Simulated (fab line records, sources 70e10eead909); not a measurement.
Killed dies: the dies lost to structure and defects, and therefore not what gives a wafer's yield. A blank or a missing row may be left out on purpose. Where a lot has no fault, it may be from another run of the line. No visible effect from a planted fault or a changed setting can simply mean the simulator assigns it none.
One fault seen from 2 desks | flow nand harc | every desk sees just its own numbers, and what lay behind them comes last

AT THE TOOL OWNER'S DESK: rie diel-08
The tool's own readings at NHARC_A_CONTACT_ETCH_49 (etches the open film in N2/H2, target depth 260 nm, time 475.3 s): means of the sampled wafers that have a number, for each lot that ran on this tool. The brackets show how far a lot's mean lies from the usual mean; more than 4 standard deviations puts the lot out of limits, marked OUT.
Columns: A = drypump motor current A at NHARC_A_CONTACT_ETCH_49, usual 5.6 A; B = mfc ar sccm at NHARC_A_CONTACT_ETCH_49, usual 0.014 sccm; C = oes product au at NHARC_A_CONTACT_ETCH_49, usual 0.999 a.u.; D = rf vpp V at NHARC_A_CONTACT_ETCH_49, usual 430.8 V; E = showerhead plenum p Torr at NHARC_A_CONTACT_ETCH_49, usual 2.05 Torr; F = throttle valve pct at NHARC_A_CONTACT_ETCH_49, usual 14.170 %
lot  | first seen here | A   | B     | C     | D     | E    | F
L341 | day 23 05:49    | 5.6 | 0.021 | 1.005 | 431.9 | 2.10 | 14.174
L345 | day 25 03:42    | 5.5 | 0.013 | 0.992 | 428.2 | 1.94 | 14.177
L355 | day 29 10:37    | 5.6 | 0.021 | 0.995 | 431.8 | 2.08 | 14.163
L353 | day 29 11:04    | 5.6 | 0.021 | 0.996 | 431.7 | 2.08 | 14.168
This desk found nothing out of limits on any of the 4 lots.

METROLOGY DESK
What the gauges read, lot by lot, whatever tool the lot ran on: means of the sampled wafers that have a number. The brackets show how far a lot's mean lies from the usual mean; more than 4 standard deviations puts the lot out of limits, marked OUT.
Columns: A = cd nm at NHARC_THIN_TSV_CD_MEAS_16, usual 1000.8 nm
lot  | first seen here | A
L335 | day 23 13:43    | 1001.4
L336 | day 24 03:46    | 998.7
L338 | day 24 14:21    | 1001.3
L341 | day 25 19:59    | 1000.7
L342 | day 26 08:09    | 1000.8
L343 | day 27 11:43    | 1000.3
L345 | day 27 12:46    | 1001.3
L352 | day 30 11:08    | 1002.3
L355 | day 32 03:32    | 1000.6
L353 | day 32 04:44    | 998.8
L357 | day 32 13:34    | 999.8
L358 | day 33 01:20    | 1000.0
This desk found nothing out of limits on any of the 12 lots.

PUT TOGETHER
Nothing out of limits was seen by the tool owner's desk.
Metrology desk: nothing out of limits seen.

WHAT HAD BEEN PUT IN BY THE SIMULATOR
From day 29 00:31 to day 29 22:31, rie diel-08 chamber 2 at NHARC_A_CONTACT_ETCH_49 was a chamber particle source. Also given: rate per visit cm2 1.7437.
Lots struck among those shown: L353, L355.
